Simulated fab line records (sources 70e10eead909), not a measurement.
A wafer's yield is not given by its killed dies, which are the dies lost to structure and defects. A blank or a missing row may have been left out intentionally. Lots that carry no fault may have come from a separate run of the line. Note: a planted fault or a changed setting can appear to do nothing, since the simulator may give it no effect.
fab line records ; flow nandHarc ; part 2 of 2: steps 21 to 28 of 28
[record] lots = 5; wafers = 15; lastDay = 24
route steps=1159 shown A_CHANNEL_HOLE_D1@476 A_CHANNEL_FILL_D1@490
lots with no fault: from the same line, run without faults
startH: hours from the record's opening day to when the first of the lot's shown wafers began ; waitH: hours elapsed since this lot's preceding step ; " same as the row above ; L1.1+2: one row covering several wafers at once ; - no value, or no start given ; * or withheld: withheld ; < > ~ a bound
route shown NAME@n: names a module that has steps shown in the file, with the first one's number in the route ; usual: mean/standard deviation of fault-free wafers ; same: alike in all rows ; chamber/n: place in a boat ; sites: the reading at each site ; _std_site: standard deviation of those values ; _edge_site: inner sites' mean taken away from outer sites' mean ; radiusMm: how far each site lies from the wafer's centre ; mask NAME#n: copy n ; behind: the most recent tool/chamber to have shaped the wafer ; hold: why the lot went on hold/how many hours it stayed there/how the hold came to an end ; device: the transistor (n, p or np) that didn't switch ; end of line: the same wafers' tests at the end of the route ; a step with no rows: only its recipe ; killed: count of dies lost to structure and defects at first sort (not the wafer's yield) ; map: the dies of a wafer, with x for killed, . for not killed, _ for no die there
set.NAME: setting as actually run; set.NAME@STEP: the setting as run at that earlier step ; model.NAME: the simulator's own value behind a step, which no gauge read
lots at selected steps of the route; one table per step, one row per wafer
services: a tool's chamber out of use, with start hour (startH, from the record's first day; less than 0 if before it), hours out, and reason
[[steps]]
[step NHARC_A_CHANNEL_FILL_D1_ALD_16]
[recipe] targetThkA = 15; pulseTimeS = 10; aldCycles = 15; tempC = 300; material = SiO2
[usual] heaterPowerW = 473/50; precursorPulseHeightRel = 0.996/0.02; susceptorTempC = 299.99/0.21
[same] pulseTimeS = 10
lot.wafer;tool;chamber;startH;waitH;heaterPowerW;precursorPulseHeightRel;susceptorTempC
L076.3;aldHk-02;3;211.83;0.0;435;1.004;299.77
L076.4;aldHk-02;2;211.83;0.0;563;1.010;300.47
L076.6;aldHk-02;3;211.83;0.0;426;1.002;300.33
L078.4;aldHk-01;1;226.28;1.0;500;1.002;300.03
L078.5;aldHk-01;2;226.28;1.0;438;1.020;299.95
L078.6;aldHk-01;3;226.28;1.0;433;0.989;300.19
L079.4;aldHk-01;2;231.75;0.1;449;0.993;300.25
L079.3;aldHk-01;3;231.75;0.1;432;0.989;300.07
L079.1;aldHk-01;0;231.75;0.1;466;1.010;299.98
L090.1;aldHk-02;0;301.34;2.3;398;0.990;299.99
L090.3;aldHk-02;2;301.34;2.3;502;0.996;300.00
L090.6;aldHk-02;3;301.34;2.3;408;0.987;300.28
L092.2;aldHk-01;3;303.20;0.0;420;0.993;300.09
L092.4;aldHk-01;1;303.20;0.0;493;0.975;299.94
L092.5;aldHk-01;3;303.20;0.0;417;0.998;299.90
[step NHARC_A_CHANNEL_FILL_D1_ANNEAL_17]
[recipe] tempC = 850; timeS = 1800
[usual] zonePowerBottomPct = 24.0/2
lot.wafer;tool;chamber;startH;waitH;zonePowerBottomPct
L076.3;furnace-08;0;215.18;-;26.5
L076.4;furnace-08;0;215.18;-;26.5
L076.6;furnace-08;0;215.18;-;26.7
L078.4;furnace-03;0;229.64;-;22.3
L078.5;furnace-03;0;229.64;-;22.1
L078.6;furnace-03;0;229.64;-;21.6
L079.1;furnace-04;0;235.02;3.1;24.5
L079.3;furnace-04;0;235.02;3.1;24.7
L079.4;furnace-04;0;235.02;3.1;24.3
L090.1;furnace-03;0;304.75;-;22.2
L090.3;furnace-03;0;304.75;-;21.6
L090.6;furnace-03;0;304.75;-;21.4
L092.2;furnace-03;0;304.75;-;21.9
L092.4;furnace-03;0;304.75;-;21.4
L092.5;furnace-03;0;304.75;-;21.8
[step NHARC_A_CHANNEL_FILL_D1_CVD_18]
[recipe] targetThkA = 30; tempC = 550; material = poly-Si
[usual] zonePowerBottomPct = 11.2/1.3
lot.wafer;tool;chamber;startH;waitH;zonePowerBottomPct
L076.3;lpcvdPoly-02;0;221.52;-;9.7
L076.4;lpcvdPoly-02;0;221.52;-;9.9
L076.6;lpcvdPoly-02;0;221.52;-;9.8
L078.4;lpcvdPoly-03;0;236.21;-;11.6
L078.5;lpcvdPoly-03;0;236.21;-;11.5
L078.6;lpcvdPoly-03;0;236.21;-;11.7
L079.1;lpcvdPoly-04;0;241.56;-;12.8
L079.3;lpcvdPoly-04;0;241.56;-;12.7
L079.4;lpcvdPoly-04;0;241.56;-;12.8
L090.1;lpcvdPoly-04;0;311.22;-;12.7
L090.3;lpcvdPoly-04;0;311.22;-;12.9
L090.6;lpcvdPoly-04;0;311.22;-;12.9
L092.2;lpcvdPoly-04;0;311.22;-;12.9
L092.4;lpcvdPoly-04;0;311.22;-;12.6
L092.5;lpcvdPoly-04;0;311.22;-;12.9
[step NHARC_A_CHANNEL_FILL_D1_ETCHBACK_19]
[recipe] targetDepthA = 50; timeS = 1.7; hbrFlowSccm = 150; cl2FlowSccm = 50; rfW = 400; icpW = 400; biasW = 100; chemistry = HBr/Cl2
[usual] chamberPressureMTorr = 15.000/0.015; drypumpMotorCurrentA = 6.0/0.54; hbrFlowSccm = 150.0/0.39; oesProductAu = 1.000/0.0074; rfFwdPowerW = 390.1/1.3; throttleValvePct = 26.404/0.0095
lot.wafer;tool;chamber;startH;waitH;chamberPressureMTorr;drypumpMotorCurrentA;hbrFlowSccm;oesProductAu;rfFwdPowerW;rfHoursCounterH;throttleValvePct
L076.3;rieSi-06;2;223.57;0.4;14.993;5.8;149.6;0.995;390.8;0.2;26.399
L076.4;rieSi-06;0;223.57;0.4;14.981;6.5;150.9;1.009;390.6;0.4;26.403
L076.6;rieSi-06;2;223.57;0.4;15.011;5.8;150.2;0.996;391.5;-;26.406
L078.4;rieSi-02;0;238.26;0.4;14.982;6.4;149.4;1.011;391.2;0.1;26.386
L078.6;rieSi-02;3;238.26;0.4;14.980;5.4;150.3;0.998;390.4;-;26.398
L078.5;rieSi-02;0;238.26;0.4;15.014;6.4;149.7;0.995;389.9;-;26.396
L079.3;rieSi-02;0;243.67;0.4;14.994;6.4;150.1;0.995;391.8;0.1;26.401
L079.1;rieSi-02;1;243.67;0.4;15.003;5.5;150.0;1.003;389.8;0.1;26.397
L079.4;rieSi-02;2;243.67;0.4;15.018;5.9;149.9;1.012;390.5;0.1;26.397
L090.1;rieSi-03;2;313.30;0.4;15.018;6.7;150.1;0.981;388.9;1.3;26.414
L090.3;rieSi-03;0;313.30;0.4;14.995;5.1;149.4;0.992;392.0;1.3;26.402
L090.6;rieSi-03;2;313.30;0.4;15.000;6.7;150.3;0.987;389.7;-;26.399
L092.2;rieSi-03;0;313.40;0.5;15.025;5.1;149.3;0.990;388.7;1.3;26.398
L092.4;rieSi-03;1;313.40;0.5;14.999;6.5;150.3;0.987;388.5;1.3;26.414
L092.5;rieSi-03;2;313.40;0.5;15.002;6.7;149.5;1.006;389.9;-;26.409
[step NHARC_A_CHANNEL_FILL_D1_ETCHBACK_20]
[recipe] targetDepthA = 270; timeS = 13.5; c4f8FlowSccm = withheld; o2FlowSccm = 8; arFlowSccm = withheld; rfW = 600; biasW = 1500; chemistry = C4F8/O2/Ar
[usual] chamberPressureMTorr = 25.002/0.022; oesProductAu = 0.97/0.031; rfFwdPowerW = 587/3.2; rfVppV = 977/6.4
lot.wafer;tool;chamber;startH;waitH;chamberPressureMTorr;oesProductAu;rfFwdPowerW;rfHoursCounterH;rfVppV
L076.3;rieDiel-13;0;223.69;-;25.044;0.92;585;2.8;973
L076.4;rieDiel-13;2;223.69;-;25.023;0.93;588;2.7;969
L076.6;rieDiel-13;3;223.69;-;24.995;0.93;583;-;982
L078.4;rieDiel-13;0;238.40;-;25.004;0.92;588;3.0;974
L078.6;rieDiel-13;1;238.40;-;25.011;1.01;584;-;980
L078.5;rieDiel-13;2;238.40;-;24.994;1.00;589;-;970
L079.4;rieDiel-10;3;243.79;-;25.037;1.00;582;1.7;971
L079.3;rieDiel-10;1;243.79;-;25.030;1.00;592;2.3;978
L079.1;rieDiel-10;2;243.79;-;25.004;0.98;588;1.7;970
L090.3;rieDiel-10;3;313.43;-;25.027;0.98;589;4.4;972
L090.1;rieDiel-10;1;313.43;-;24.984;0.98;591;4.8;978
L090.6;rieDiel-10;2;313.43;-;24.975;0.96;587;-;969
L092.2;rieDiel-13;1;313.50;-;24.988;0.97;587;0.5;979
L092.4;rieDiel-13;3;313.50;-;25.018;0.97;582;0.5;981
L092.5;rieDiel-13;1;313.50;-;24.995;0.97;585;-;980
[step NHARC_A_CHANNEL_FILL_D1_STRIP_28]
[recipe] timeS = 20; o2FlowSccm = 500; arFlowSccm = 0; biasW = 0; chemistry = O2
[usual] chamberPressureMTorr = 59.99/0.055; drypumpMotorCurrentA = 5.61/0.28; oesProductAu = 1.000/0.0066; rfVppV = 57.8/0.92; showerheadPlenumPTorr = 3.51/0.16; throttleValvePct = 17.036/0.0085
lot.wafer;tool;chamber;startH;waitH;chamberPressureMTorr;drypumpMotorCurrentA;oesProductAu;rfHoursCounterH;rfVppV;showerheadPlenumPTorr;throttleValvePct
L076.3;rieDiel-13;2;223.77;0.1;60.03;5.18;0.990;2.7;56.1;3.35;17.035
L076.4;rieDiel-13;0;223.77;0.1;60.02;5.65;0.993;2.8;56.2;3.43;17.038
L076.6;rieDiel-13;3;223.77;0.1;60.05;5.72;0.997;-;56.7;3.63;17.044
L078.4;rieDiel-13;1;238.47;0.1;60.06;5.45;0.997;3.5;57.1;3.56;17.036
L078.5;rieDiel-13;2;238.47;0.1;59.92;5.17;0.998;-;58.8;3.35;17.029
L078.6;rieDiel-13;3;238.47;0.1;59.97;5.73;1.001;-;57.4;3.63;17.032
L079.3;rieDiel-10;3;243.88;0.1;59.89;5.69;0.994;1.7;56.8;3.38;17.038
L079.4;rieDiel-10;0;243.88;0.1;60.06;5.84;1.007;2.4;58.2;3.79;17.032
L079.1;rieDiel-10;1;243.88;0.1;59.99;5.98;1.001;2.3;58.6;3.55;17.042
L090.3;rieDiel-10;1;313.54;0.1;59.99;5.96;1.006;4.8;58.0;3.55;17.026
L090.1;rieDiel-10;3;313.54;0.1;60.02;5.70;1.008;4.4;55.7;3.38;17.044
L090.6;rieDiel-10;1;313.54;0.1;59.95;5.92;1.005;-;57.2;3.55;17.038
L092.2;rieDiel-13;2;313.60;0.1;60.04;5.19;1.005;0.5;56.4;3.35;17.026
L092.4;rieDiel-13;3;313.60;0.1;60.05;5.73;0.992;0.6;57.8;3.63;17.045
L092.5;rieDiel-13;2;313.60;0.1;59.99;5.18;0.994;-;57.1;3.35;17.039
[step NHARC_A_CHANNEL_FILL_D1_PRECLEAN_21]
[recipe] timeS = 30; chemistry = dHF
lot.wafer;tool;chamber;startH;waitH
L076.3+6+4;wetBench-01;7,2,3;223.88;-
L078.6+5+4;wetBench-02;7,0,2;238.56;-
L079.1+4+3;wetBench-01;0,3,4;243.99;-
L090.1+6+3;wetBench-01;1,4,5;313.63;-
L092.2+4+5;wetBench-09;4,5,7;313.69;-
[step NHARC_A_CHANNEL_FILL_D1_SRD_23]
lot.wafer;tool;chamber;startH;waitH
L076.3+6+4;wetBench-01;7,2,3;223.90;0.0
L078.6+5+4;wetBench-02;7,0,2;238.59;0.0
L079.1+4+3;wetBench-01;0,3,4;244.01;0.0
L090.1+6+3;wetBench-01;1,4,5;313.66;0.0
L092.2+4+5;wetBench-09;4,5,7;313.72;0.0
[[services]]
tool;chamber;startH;hours;kind
rieDiel-10;-;176.50;9.0;pm
rieDiel-01;-;179.47;0.5;repair
wetBench-02;-;180.00;8.0;pm
aldHk-04;-;187.36;10.0;pm
rieDiel-07;3;195.03;1.2;repair
lpcvdPoly-04;-;195.32;2.7;repair
rieDiel-10;3;201.61;4.3;repair
rieSi-02;-;211.00;9.0;pm
wetBench-01;-;213.60;8.0;pm
rieDiel-03;-;215.30;9.0;pm
rieSi-03;1;225.59;4.3;repair
rieDiel-13;0;227.48;4.7;repair
rieDiel-07;-;228.46;9.0;pm
rieDiel-10;2;231.02;4.6;repair
aldHk-01;-;232.37;10.0;pm
rieDiel-13;-;276.00;9.0;pm
aldHk-02;-;281.35;10.0;pm
rieDiel-10;1;285.15;3.1;repair
wetBench-09;-;288.80;8.0;pm
aldHk-01;-;296.17;1.6;repair
rieDiel-03;2;301.21;11.3;repair
rieDiel-03;1;305.65;7.5;repair
harEtch-01;-;308.77;17.0;pm
wetBench-06;-;309.09;8.0;pm
